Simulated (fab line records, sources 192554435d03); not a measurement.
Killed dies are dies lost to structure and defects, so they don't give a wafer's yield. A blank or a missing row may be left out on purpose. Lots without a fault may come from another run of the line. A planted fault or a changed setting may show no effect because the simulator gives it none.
Chamber matching | flow n5_finfet | N5_HKMG_FIN_STRIP_34 on rie_diel-04: 4 sister chambers
The step strips in CF4. 18 wafers are shown with their chamber, then 9 later ones without.

WAFERS WITH THEIR CHAMBER
wafer  | chamber | showerhead_plenum_p_Torr (Torr) | throttle_valve_pct (%) | oes_product_au (a.u.)
L074.1 | 2       | 1.87                            | 13.9                   | 0.70
L074.2 | 1       | 1.75                            | 13.4                   | 0.87
L074.3 | 0       | 1.83                            | 13.5                   | 0.67
L076.2 | 1       | 1.74                            | 13.4                   | 0.86
L076.5 | 2       | 1.87                            | 13.9                   | 0.69
L076.6 | 3       | 1.78                            | 14.0                   | 0.72
L080.2 | 0       | 1.82                            | 12.9                   | 0.97
L080.3 | 2       | 1.86                            | 14.0                   | 0.69
L080.6 | 1       | 1.74                            | 13.4                   | 0.86
L081.1 | 2       | 1.86                            | 14.0                   | 0.68
L081.3 | 3       | 1.77                            | 14.0                   | 0.71
L081.6 | 3       | 1.77                            | 14.0                   | 0.71
L087.4 | 1       | 1.74                            | 13.4                   | 0.84
L087.5 | 3       | 1.77                            | 14.0                   | 0.71
L087.6 | 2       | 1.86                            | 14.0                   | 0.68
L089.2 | 2       | 1.86                            | 14.0                   | 0.68
L089.3 | 0       | 1.82                            | 13.0                   | 0.92
L089.6 | 1       | 1.74                            | 13.4                   | 0.84

SIGNATURES (means of the wafers above)
reading                  | chamber 0 | chamber 1 | chamber 2 | chamber 3 | scatter within a chamber
showerhead_plenum_p_Torr | 1.8233    | 1.7420    | 1.8633    | 1.7725    | 0.00504
throttle_valve_pct       | 13.133    | 13.400    | 13.967    | 14.000    | 0.125
oes_product_au           | 0.8533    | 0.8540    | 0.6867    | 0.7125    | 0.0614
Rule: a wafer's distance from a chamber is the root of the sum, over the readings, of the square of ((its reading less the chamber's mean) divided by the reading's scatter). The wafer belongs to the nearest chamber; if the next one is less than 2 further off, it can't be placed. The scatter: the root of (the sum of the squares of (reading less its chamber's mean) over the shown wafers, divided by (wafers less chambers)).

WAFERS WITHOUT THEIR CHAMBER
wafer  | showerhead_plenum_p_Torr (Torr) | throttle_valve_pct (%) | oes_product_au (a.u.)
L092.1 | 1.86                            | 14.0                   | 0.67
L092.2 | 1.74                            | 13.4                   | 0.83
L092.4 | 1.82                            | 13.0                   | 0.89
L093.1 | 1.86                            | 14.0                   | 0.67
L093.3 | 1.74                            | 13.4                   | 0.83
L093.4 | 1.82                            | 13.0                   | 0.90
L095.2 | 1.74                            | 13.5                   | 0.82
L095.3 | 1.82                            | 13.0                   | 0.89
L095.5 | 1.86                            | 14.0                   | 0.67

WHICH CHAMBER EACH WENT THROUGH
wafer  | from the rows above | in truth
L092.1 | 2                   | 2
L092.2 | 1                   | 1
L092.4 | 0                   | 0
L093.1 | 2                   | 2
L093.3 | 1                   | 1
L093.4 | 0                   | 0
L095.2 | 1                   | 1
L095.3 | 0                   | 0
L095.5 | 2                   | 2
Placed correctly: 9 of 9. Can't be placed from these rows: 0. Placed wrongly: 0.
